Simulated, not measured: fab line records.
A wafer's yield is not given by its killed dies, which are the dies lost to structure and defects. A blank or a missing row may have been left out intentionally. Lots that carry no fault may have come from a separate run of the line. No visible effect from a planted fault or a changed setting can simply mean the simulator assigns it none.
A lot that was struck, set against a sound lot :: flow n5_finfet :: 17 steps out of a route of 1938
Sound: wafers L570.1, L570.2, L570.4. Struck: wafer L588.5. (L588.2 of the same lot was not struck and is left out.) The cause comes at the end.
Per side, at each step with rows, come the tool, then ch with its chambers, and then its first start. Under that, the readings that differ: sound wafers :: struck wafers :: difference of the means :: sigmas: that difference in standard deviations of wafers without a fault.
alike: same words and numbers on both sides, and readings whose means sit less than 2 such deviations apart. not compared: any withheld reading, any reading some wafer has no value for, any bound like >300 that may hide the same value, and any number with overlapping values for which the record gives no deviation.
Wherever a step has rows on one side only, a row that says differs or no value, or a row with sigmas, the two part there. When numbers do not overlap yet have no deviation, they are printed without sigmas and do not part them. A reading missing from all wafers of one side parts the sides only when that side holds two or more wafers.

first, 6 steps without rows for these wafers: N5_BEOL_M5_COAT_22 (resist thk 30 nm); N5_BEOL_M5_EBR_24; N5_BEOL_M5_SOFTBAKE_23 (time 60 s); N5_BEOL_M5_EXPOSE_25 (exposes mask V4, defocus 10 nm); N5_BEOL_M5_PEB_26 (peb time 60 s); N5_BEOL_M5_DEVELOP_27 (develop time 30 s).
N5_BEOL_M5_CD_MEAS_28: target cd 30.6 nm, target cd y 20 nm.
  sound on cd_sem-02 ch 0, day 9 05:40; struck on cd_sem-01 ch 0, day 13 06:49
reading: cd_nm (nm)
sound: 30.70 30.39 31.09
struck: 30.22
difference: -0.51
sigmas: -2
N5_BEOL_M5_OVL_MEAS_29:
  sound on overlay-02 ch 0, day 9 05:41; struck on overlay-02 ch 0, day 13 06:52
  alike: V4_OVL
N5_BEOL_M5_INSPECT_30: inspects for defects (brightfield).
  sound on defect_inspect-01 at day 9 05:45; struck on defect_inspect-01 at day 13 06:55
  alike: raw_defect_count
N5_BEOL_M5_DESCUM_33: chemistry O2, time 7 s.
  sound on rie_diel-04 ch 0,2,3, day 9 05:47; struck on rie_diel-02 ch 2, day 13 06:56
  alike: drypump_motor_current_A, oes_product_au, rf_vpp_V, showerhead_plenum_p_Torr, throttle_valve_pct
  not compared: rf_hours_counter_h
N5_BEOL_M5_ETCH_75: etches underlayer in N2/H2, target depth 6.5 nm, time 5.2 s.
  sound on rie_diel-04 ch 0,2,3, day 9 05:49; struck on rie_diel-02 ch 2, day 13 06:59
  alike: drypump_motor_current_A, etch_rf_on_time_s, oes_product_au, rf_vpp_V, showerhead_plenum_p_Torr, throttle_valve_pct
  not compared: rf_hours_counter_h
N5_BEOL_M5_ETCH_67: etches SiARC in CF4, target depth 15.6 nm, time 26 s.
  sound on rie_diel-04 ch 0,2,3, day 9 05:50; struck on rie_diel-02 ch 2, day 13 07:00
  alike: cf4_flow_sccm, drypump_motor_current_A, etch_rf_on_time_s, oes_product_au, rf_vpp_V, showerhead_plenum_p_Torr, throttle_valve_pct
  not compared: rf_hours_counter_h
N5_BEOL_M5_ETCH_68: etches SOC in N2/H2, target depth 80 nm, overetch 16 nm, time 120 s.
  sound on rie_diel-04 ch 0,2,3, day 9 05:52; struck on rie_diel-02 ch 2, day 13 07:01
reading: model.SiARC_of_BEOL_M5_COAT_66.thk_nm (nm)
sound: 6.6 6.6 6.4
struck: 3.4
difference: -3.1
sigmas: 

reading: model.BEOL_M5.cd_nm (nm)
sound: 27.8 27.6 27.4
struck: 29.2
difference: +1.6
sigmas: 
  alike: drypump_motor_current_A, oes_product_au, rf_vpp_V, showerhead_plenum_p_Torr, throttle_valve_pct
  not compared: rf_hours_counter_h
then, 2 steps without rows for these wafers: N5_BEOL_M5_STRIP_69 (strips in N2/H2); N5_BEOL_M5_STRIP_76 (strips in N2/H2).
N5_BEOL_M5_VIA_ETCH_34: etches SiCOH lowk in C4F6/O2, target depth 88.3 nm, time 39.2 s.
  sound on rie_diel-04 ch 0,2,3, day 9 05:58; struck on rie_diel-02 ch 2, day 13 07:07
reading: model.BEOL_M5.cd_nm (nm)
sound: 27.8 27.6 27.4
struck: 29.2
difference: +1.6
sigmas: 
  alike: drypump_motor_current_A, oes_product_au, rf_vpp_V, showerhead_plenum_p_Torr, throttle_valve_pct
  not compared: rf_hours_counter_h
then, 1 step without rows for these wafers: N5_BEOL_M5_STRIP_85 (strips in C4F6/O2).

== WHERE THEY PART ==
Only at N5_BEOL_M5_CD_MEAS_28, within this record. Later steps at which nothing parts them and some readings are alike: N5_BEOL_M5_OVL_MEAS_29, N5_BEOL_M5_INSPECT_30, N5_BEOL_M5_DESCUM_33, N5_BEOL_M5_ETCH_75, N5_BEOL_M5_ETCH_67, N5_BEOL_M5_ETCH_68, N5_BEOL_M5_VIA_ETCH_34.

WHY: what had been put in by the simulator
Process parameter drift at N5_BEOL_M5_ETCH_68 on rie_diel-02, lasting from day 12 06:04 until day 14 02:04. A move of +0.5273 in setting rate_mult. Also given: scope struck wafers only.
